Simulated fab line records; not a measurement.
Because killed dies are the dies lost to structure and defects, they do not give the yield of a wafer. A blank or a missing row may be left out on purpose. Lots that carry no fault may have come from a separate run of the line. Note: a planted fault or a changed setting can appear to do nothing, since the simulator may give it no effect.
fab line records	flow n5Finfet	part 2 of 2: steps 4 to 6 of 6
record: lots: 24	wafers: 72	lastDay: 17
route steps=1938 shown BEOL_M0_SAQP@665 BEOL_M0@715
lots that met no fault: from a run of the same line without faults
startH: hours from the record's first day to the start of the lot's first wafer shown	waitH: hours elapsed since this lot's preceding step	" repeats the value in the row above	L1.1+2: a row that stands for several wafers	- no value, or no start given	* or withheld: withheld	< > ~ a bound
route shown NAME@n: a module of which the file shows steps, and the number in the route of the first	usual: mean/standard deviation of fault-free wafers	same: alike in all rows	chamber/n: place in a boat	sites: each site's reading	_std_site: standard deviation across them	_edge_site: the outer-site mean with the inner-site mean subtracted	radiusMm: how far each site lies from the wafer's centre	mask NAME#n: copy n	behind: the last tool/chamber to shape the wafer	hold: cause of the lot's hold/its duration in hours/its outcome	device: names the non-switching transistor (n, p or np)	end of line: tests of these same wafers at the route's end	a step given without rows: its recipe and nothing more	killed: dies that structure and defects cost at the first sort, which is not the same as the wafer's yield	map: shows each die of a wafer: x if killed, . if not, _ if none is there
set.NAME: the setting as run; set.NAME@STEP: as run at that earlier step	model.NAME: the simulator's own value behind a step, which no gauge read
a sample of lots followed through the steps of the route, with each step as a table and each wafer as a row
services: the hour from which a tool's chamber was out of use, counted from the record's first day as startH (under 0 if before that day), plus the number of hours and why
== steps ==
step: N5_BEOL_M0_ETCH_138
recipe: chemistry: CH3F/O2	targetDepthA: 120	target: SiCN	timeS: 31.6	ionEnergyEv: 120	pressureMtorr: 30	sourceW: 395	biasW: 75	Ar_flow_sccm: 150	CH3F_flow_sccm: 30	O2_flow_sccm: 20	ends: cleared
usual: drypumpMotorCurrentA: 5.7/0.55	etchRfOnTimeS: 29.4/0.69	oesProductAu: 0.68/0.086	rfVppV: 297.5/1.5	showerheadPlenumPTorr: 2.01/0.061	throttleValvePct: 16.30/0.17
lot.wafer	tool	chamber	startH	waitH	drypumpMotorCurrentA	etchRfOnTimeS	oesProductAu	rfHoursCounterH	rfVppV	showerheadPlenumPTorr	throttleValvePct
L074.1	rieDiel-06	1	116.86	0.0	5.3	30.3	0.60	207	297.1	1.98	16.38
L074.2	"	3	"	"	6.8	29.0	0.65	149	299.0	2.08	16.36
L074.3	"	2	"	"	5.4	29.7	0.60	239	297.1	1.98	16.61
L075.1	rieDiel-06	3	120.63	0.0	6.8	30.1	0.64	150	298.3	2.08	16.36
L075.2	"	1	"	"	5.3	30.2	0.60	207	295.9	1.98	16.40
L075.4	"	1	"	"	5.3	31.0	0.61	-	296.8	1.98	16.37
L076.1	rieDiel-01	1	127.56	0.0	4.8	28.4	0.85	1	295.5	1.97	15.93
L076.2	"	0	"	"	5.3	30.8	0.58	250	298.3	2.06	16.86
L076.4	"	2	"	"	5.5	28.9	0.64	154	296.7	2.01	16.22
L077.1	rieDiel-01	3	132.93	0.0	5.8	27.5	0.81	15	298.5	2.04	16.11
L077.5	"	1	"	"	4.8	27.5	0.83	-	298.2	1.97	15.95
L077.6	"	2	"	"	5.5	28.5	0.63	-	297.7	2.00	16.22
L078.1	rieDiel-01	1	137.88	0.0	4.9	28.9	0.82	6	295.8	1.97	15.95
L078.2	"	2	"	"	5.5	28.8	0.62	159	296.4	2.00	16.23
L078.3	"	3	"	"	5.8	28.8	0.79	17	298.0	2.04	16.13
L079.1	rieDiel-06	2	150.10	0.0	5.4	29.4	0.59	250	297.2	1.97	16.63
L079.2	"	3	"	"	6.8	29.1	0.64	160	298.2	2.08	16.38
L079.3	"	1	"	"	5.3	29.4	0.59	218	297.7	1.98	16.38
L080.2	rieDiel-04	1	153.37	0.0	5.6	30.0	0.59	206	297.9	1.98	16.28
L080.5	"	1	"	"	5.6	30.4	0.59	-	295.8	1.98	16.27
L080.6	"	0	"	"	5.6	30.9	0.59	-	297.6	1.98	16.79
L081.1	rieDiel-06	0	158.87	0.0	5.5	29.0	0.65	134	300.1	2.08	16.43
L081.2	"	1	"	"	5.3	30.0	0.58	222	296.4	1.97	16.41
L081.6	"	0	"	"	5.5	30.0	0.65	-	299.8	2.08	16.42
L082.2	rieDiel-06	0	167.64	0.0	5.5	29.2	0.64	137	297.8	2.08	16.44
L082.5	"	1	"	"	5.3	29.6	0.59	-	295.4	1.97	16.40
L082.6	"	0	"	"	5.5	30.4	0.65	-	299.1	2.08	16.43
L083.1	rieDiel-06	1	171.20	0.0	5.3	30.1	0.59	227	297.7	1.97	16.41
L083.3	"	3	"	"	6.8	29.3	0.64	169	299.1	2.07	16.41
L083.5	"	0	"	"	5.5	30.2	0.64	-	298.2	2.08	16.43
L084.1	rieDiel-01	1	176.14	0.0	4.8	28.8	0.78	22	296.6	1.96	15.97
L084.3	"	3	"	"	5.8	29.4	0.78	31	297.9	2.04	16.15
L084.6	"	1	"	"	4.8	29.2	0.78	-	296.2	1.96	15.98
L085.3	rieDiel-01	0	189.77	0.0	5.3	28.1	0.80	14	298.4	2.05	16.41
L085.4	"	2	"	"	5.5	29.7	0.61	181	298.3	2.00	16.27
L085.5	"	1	"	"	4.8	28.5	0.76	-	295.7	1.96	15.98
L087.3	rieDiel-06	0	193.39	0.0	5.5	28.8	0.64	145	299.4	2.08	16.43
L087.5	"	2	"	"	5.4	29.3	0.79	-	296.7	1.97	16.18
L087.6	"	3	"	"	6.8	28.5	0.63	-	300.0	2.07	16.42
L086.2	rieDiel-06	2	193.67	0.0	5.4	28.9	0.79	11	296.8	1.97	16.15
L086.5	"	2	"	"	5.3	28.7	0.80	-	295.4	1.97	16.16
L086.6	"	3	"	"	6.8	29.7	0.63	-	299.2	2.07	16.43
L088.1	rieDiel-01	0	198.37	0.0	5.3	28.8	0.78	17	299.1	2.05	16.43
L088.3	"	1	"	"	4.8	29.2	0.77	31	296.4	1.96	15.98
L088.4	"	3	"	"	5.8	29.9	0.77	39	298.8	2.03	16.16
L089.1	rieDiel-04	1	206.83	0.0	5.6	28.3	0.59	221	297.9	1.97	16.31
L089.3	"	3	"	"	5.6	29.0	0.62	198	296.2	1.90	16.14
L089.6	"	1	"	"	5.6	29.1	0.60	-	295.7	1.97	16.33
L091.1	rieDiel-04	3	214.01	0.0	5.6	29.3	0.63	202	294.9	1.90	16.15
L091.5	"	2	"	"	6.5	29.8	0.79	-	300.2	2.13	16.24
L091.6	"	3	"	"	5.6	30.0	0.63	-	296.3	1.90	16.15
L090.1	rieDiel-01	1	219.18	0.0	4.8	28.6	0.76	37	296.8	1.95	16.02
L090.3	"	3	"	"	5.8	29.9	0.75	46	297.1	2.03	16.17
L090.5	"	1	"	"	4.9	30.5	0.75	-	296.4	1.95	16.02
L092.1	rieDiel-04	0	226.75	0.0	5.6	28.8	0.83	2	296.5	1.98	16.36
L092.2	"	3	"	"	5.6	29.6	0.62	209	296.3	1.90	16.15
L092.3	"	1	"	"	5.6	30.1	0.59	228	297.7	1.97	16.33
L093.1	rieDiel-04	1	228.95	0.0	5.6	29.1	0.58	229	298.5	1.97	16.33
L093.2	"	0	"	"	5.6	28.9	0.83	3	295.4	1.98	16.35
L093.4	"	3	"	"	5.6	29.6	0.62	209	294.7	1.90	16.16
L094.2	rieDiel-06	0	232.68	0.0	5.5	29.1	0.63	159	298.3	2.08	16.48
L094.4	"	3	"	"	6.8	29.4	0.63	189	299.6	2.07	16.44
L094.6	"	1	"	"	5.3	30.4	0.58	-	296.3	1.97	16.46
L095.1	rieDiel-06	0	236.16	0.0	5.5	29.0	0.63	160	299.9	2.08	16.48
L095.4	"	3	"	"	6.8	29.6	0.62	190	298.8	2.07	16.45
L095.6	"	0	"	"	5.5	29.4	0.63	-	298.5	2.08	16.49
L096.2	rieDiel-04	3	246.69	0.0	5.6	29.2	0.62	216	294.2	1.89	16.18
L096.4	"	2	"	"	6.5	29.3	0.77	36	299.5	2.13	16.25
L096.6	"	0	"	"	5.6	29.4	0.81	-	296.9	1.97	16.38
L097.3	rieDiel-06	2	250.31	0.0	5.4	28.7	0.75	30	296.3	1.96	16.20
L097.4	"	0	"	"	5.5	30.2	0.63	-	299.2	2.07	16.49
L097.5	"	2	"	"	5.3	30.3	0.77	-	295.3	1.96	16.19
step: N5_BEOL_M0_DEGAS_112
recipe: ambient: vacuum	tempC: 250	timeS: 60
usual: heaterPowerW: 344/45
lot.wafer	tool	chamber	startH	waitH	heaterPowerW
L074.1	pvdSputter-02	-	118.39	0.5	377
L074.2	"	-	"	"	361
L074.3	"	-	"	"	314
L075.1	pvdSputter-03	-	121.54	0.0	304
L075.2	"	-	"	"	344
L075.4	"	-	"	"	450
L076.1	pvdSputter-03	-	131.87	0.9	291
L076.2	"	-	"	"	307
L076.4	"	-	"	"	353
L077.1	pvdSputter-02	-	135.68	0.1	360
L077.5	"	-	"	"	356
L077.6	"	-	"	"	305
L078.1	pvdSputter-02	-	140.18	0.2	316
L078.2	"	-	"	"	371
L078.3	"	-	"	"	370
L079.1	pvdSputter-02	-	153.49	0.4	380
L079.2	"	-	"	"	351
L079.3	"	-	"	"	363
L080.2	pvdSputter-01	-	155.13	0.9	305
L080.5	"	-	"	"	379
L080.6	"	-	"	"	353
L081.1	pvdSputter-02	-	161.05	0.1	338
L081.2	"	-	"	"	390
L081.6	"	-	"	"	349
L082.2	pvdSputter-03	-	171.78	0.7	460
L082.5	"	-	"	"	319
L082.6	"	-	"	"	457
L083.1	pvdSputter-01	-	173.14	0.3	294
L083.3	"	-	"	"	325
L083.5	"	-	"	"	360
L084.1	pvdSputter-01	-	177.81	0.3	319
L084.3	"	-	"	"	349
L084.6	"	-	"	"	349
L085.3	pvdSputter-01	-	192.07	0.4	319
L085.4	"	-	"	"	366
L085.5	"	-	"	"	300
L086.2	pvdSputter-01	-	194.95	0.2	345
L086.5	"	-	"	"	323
L086.6	"	-	"	"	297
L087.3	pvdSputter-03	-	195.41	0.3	288
L087.5	"	-	"	"	299
L087.6	"	-	"	"	310
L088.1	pvdSputter-03	-	200.83	0.2	300
L088.3	"	-	"	"	470
L088.4	"	-	"	"	310
L089.1	pvdSputter-03	-	207.69	0.0	351
L089.3	"	-	"	"	460
L089.6	"	-	"	"	296
L091.1	pvdSputter-01	-	216.68	0.4	317
L091.5	"	-	"	"	368
L091.6	"	-	"	"	321
L090.1	pvdSputter-02	-	222.79	0.4	380
L090.3	"	-	"	"	339
L090.5	"	-	"	"	307
L092.1	pvdSputter-01	-	229.08	1.4	318
L092.2	"	-	"	"	348
L092.3	"	-	"	"	293
L093.1	pvdSputter-01	-	229.96	0.1	350
L093.2	"	-	"	"	378
L093.4	"	-	"	"	322
L094.2	pvdSputter-03	-	236.70	0.3	354
L094.4	"	-	"	"	469
L094.6	"	-	"	"	455
L095.1	pvdSputter-02	-	240.96	0.1	340
L095.4	"	-	"	"	363
L095.6	"	-	"	"	314
L096.2	pvdSputter-02	-	249.06	0.2	378
L096.4	"	-	"	"	350
L096.6	"	-	"	"	383
L097.3	pvdSputter-01	-	252.17	0.0	322
L097.4	"	-	"	"	345
L097.5	"	-	"	"	293
step: N5_BEOL_M0_PRE_CLEAN_113
recipe: gas: H2/He	timeS: 30	tempC: 250
usual: heaterPowerW: 345/46
lot.wafer	tool	chamber	startH	waitH	heaterPowerW
L074.1	pvdSputter-02	-	118.43	0.0	394
L074.2	"	-	"	"	352
L074.3	"	-	"	"	306
L075.1	pvdSputter-03	-	121.58	0.0	302
L075.2	"	-	"	"	348
L075.4	"	-	"	"	467
L076.1	pvdSputter-03	-	131.91	0.0	293
L076.2	"	-	"	"	300
L076.4	"	-	"	"	347
L077.1	pvdSputter-02	-	135.72	0.0	342
L077.5	"	-	"	"	349
L077.6	"	-	"	"	312
L078.1	pvdSputter-02	-	140.22	0.0	302
L078.2	"	-	"	"	366
L078.3	"	-	"	"	373
L079.1	pvdSputter-02	-	153.53	0.0	389
L079.2	"	-	"	"	347
L079.3	"	-	"	"	361
L080.2	pvdSputter-01	-	155.17	0.0	295
L080.5	"	-	"	"	368
L080.6	"	-	"	"	355
L081.1	pvdSputter-02	-	161.09	0.0	344
L081.2	"	-	"	"	379
L081.6	"	-	"	"	356
L082.2	pvdSputter-03	-	171.82	0.0	460
L082.5	"	-	"	"	311
L082.6	"	-	"	"	469
L083.1	pvdSputter-01	-	173.19	0.0	296
L083.3	"	-	"	"	318
L083.5	"	-	"	"	346
L084.1	pvdSputter-01	-	177.86	0.0	321
L084.3	"	-	"	"	356
L084.6	"	-	"	"	354
L085.3	pvdSputter-01	-	192.11	0.0	316
L085.4	"	-	"	"	363
L085.5	"	-	"	"	303
L086.2	pvdSputter-01	-	194.99	0.0	367
L086.5	"	-	"	"	319
L086.6	"	-	"	"	301
L087.3	pvdSputter-03	-	195.45	0.0	297
L087.5	"	-	"	"	298
L087.6	"	-	"	"	309
L088.1	pvdSputter-03	-	200.87	0.0	297
L088.3	"	-	"	"	467
L088.4	"	-	"	"	298
L089.1	pvdSputter-03	-	207.73	0.0	359
L089.3	"	-	"	"	459
L089.6	"	-	"	"	286
L091.1	pvdSputter-01	-	216.72	0.0	316
L091.5	"	-	"	"	385
L091.6	"	-	"	"	322
L090.1	pvdSputter-02	-	222.83	0.0	368
L090.3	"	-	"	"	354
L090.5	"	-	"	"	309
L092.1	pvdSputter-01	-	229.12	0.0	320
L092.2	"	-	"	"	340
L092.3	"	-	"	"	303
L093.1	pvdSputter-01	-	230.00	0.0	338
L093.2	"	-	"	"	381
L093.4	"	-	"	"	321
L094.2	pvdSputter-03	-	236.74	0.0	360
L094.4	"	-	"	"	457
L094.6	"	-	"	"	453
L095.1	pvdSputter-02	-	241.00	0.0	353
L095.4	"	-	"	"	358
L095.6	"	-	"	"	318
L096.2	pvdSputter-02	-	249.10	0.0	382
L096.4	"	-	"	"	347
L096.6	"	-	"	"	386
L097.3	pvdSputter-01	-	252.21	0.0	330
L097.4	"	-	"	"	357
L097.5	"	-	"	"	294
== services ==
tool	chamber	startH	hours	kind
rieDiel-06	3	95.74	5.3	repair
rieDiel-06	1	102.17	2.4	repair
rieDiel-01	-	104.58	0.5	repair
pvdSputter-03	-	104.99	1.3	repair
rieSi-01	2	108.49	2.1	repair
rieDiel-02	1	110.06	6.0	repair
pvdSputter-03	-	111.29	1.9	repair
rieDiel-06	0	118.56	6.0	repair
rieSi-01	1	119.99	5.5	repair
rieSi-05	1	129.49	1.0	repair
rieDiel-03	-	130.92	0.7	repair
rieSi-05	-	135.91	0.4	repair
rieDiel-02	-	140.34	0.4	repair
rieDiel-03	1	149.89	4.6	repair
rieSi-03	0	150.46	5.1	repair
rieSi-05	2	214.22	17.7	repair
rieDiel-05	0	215.24	3.8	repair
rieDiel-04	1	217.32	5.2	repair
rieDiel-05	0	241.21	-	clean
rieDiel-05	0	241.21	-	consumableReplace:focusRing
rieDiel-05	0	241.21	16.2	scheduledDown
rieDiel-06	1	242.35	55.8	repair
rieDiel-02	-	243.38	28.1	pm
rieSi-03	2	248.07	8.9	repair
